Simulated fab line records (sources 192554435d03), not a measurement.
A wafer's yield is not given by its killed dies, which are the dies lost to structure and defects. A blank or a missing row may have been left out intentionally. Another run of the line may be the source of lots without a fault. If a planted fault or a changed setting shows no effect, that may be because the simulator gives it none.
Lot-split experiment -- flow n5 finfet -- 7 lots, 21 wafers read, on a route of 1938 steps

## THE SPLIT ITSELF
At N5_BEOL_M3_ETCH_41 (etches SiCN in CH3F/O2, target depth 29.9 nm, time 52.5 s), the setting target depth a was moved away from the recipe's 299 angstrom on 10 of the 21 wafers read, by -11.9% to +8.9%. For the rest of the wafers, this setting stayed at what the recipe calls for.

The reading comes from the split's own step.

## THE READING
etch.depth nm (the simulator's own value, which no gauge read), in nm, at N5_BEOL_M3_ETCH_41 (etches SiCN in CH3F/O2, target depth 29.9 nm, time 52.5 s). There is no usual value for it anywhere in the file. Across the 11 wafers here that went through the recipe, the average is 19.83 nm and the standard deviation 0.24 nm.

wafer,"tool, chamber at the split","target depth a as run, angstrom",against the recipe,"etch.depth nm, nm",against lot-mates on the recipe
L074.2,"rie diel-03, 3",299,recipe,20.17,-
L074.3,"rie diel-03, 1",299,recipe,19.54,-
L074.6,"rie diel-03, 1",322.6,+7.9%,21.15,+1.29
L078.4,"rie diel-02, 3",299,recipe,19.94,-
L078.5,"rie diel-02, 3",299,recipe,19.83,-
L078.6,"rie diel-02, 0",299,recipe,19.97,-
L080.1,"rie diel-02, 0",325.5,+8.9%,21.21,+1.63
L080.5,"rie diel-02, 3",299,recipe,19.46,-
L080.6,"rie diel-02, 1",299,recipe,19.7,-
L081.3,"rie diel-01, 2",299,recipe,20.26,-
L081.4,"rie diel-01, 0",309.2,+3.4%,20.63,+0.37
L081.5,"rie diel-01, 0",309.2,+3.4%,20.7,+0.44
L089.2,"rie diel-03, 2",299,recipe,19.93,-
L089.4,"rie diel-03, 0",285.4,-4.5%,18.78,-1.15
L089.5,"rie diel-03, 3",285.4,-4.5%,19.42,-0.51
L092.1,"rie diel-02, 1",263.3,-11.9%,17.61,-2.09
L092.3,"rie diel-02, 2",263.3,-11.9%,17.5,-2.20
L092.5,"rie diel-02, 0",299,recipe,19.7,-
L095.1,"rie diel-03, 1",299,recipe,19.58,-
L095.2,"rie diel-03, 2",313.2,+4.7%,20.79,+1.21
L095.3,"rie diel-03, 0",313.2,+4.7%,20.89,+1.31

THE FIT
A straight line over all 21 wafers: etch.depth nm changes by +0.185 nm for each +1% of target depth a; r = +0.97; the points scatter about the line by 0.24 nm.
The same after taking each lot's own level away (the mean of its wafers on the recipe; 21 wafers): +0.183 nm for each +1%; r = +0.98; scatter 0.22 nm.
On that fit, the largest move of target depth a shifts the reading by 2.2 nm.
Across the lots, their own levels run from 19.580 to 20.260 nm, a range of 2.8 times the standard deviation given above.
Hence the lot-to-lot level has little effect on the slope; both slopes agree.
Check: -2.21 nm against its lot-mates is what the line predicts for one of the wafers moved furthest among these (-11.9%) when that wafer is left out of the fit. Against them it came out at -2.09 nm.

## THE OTHER SPLITS THESE WAFERS WENT THROUGH
Before the reading, these wafers also passed through other splits. Each is held against what the fit with the lots' levels taken away leaves over:
other split on the same wafers,wafers away from the commonest value,r with etch.depth nm (lot level and that fit taken away)
N5_BEOL_M1_EXPOSE_25 dose mj,7,-0.32
N5_BEOL_M2_EXPOSE_08 dose mj,7,-0.01

## THE FILE'S OWN FIT
etch.depth nm changes by +0.181 nm for each +1% of target depth a, r = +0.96.
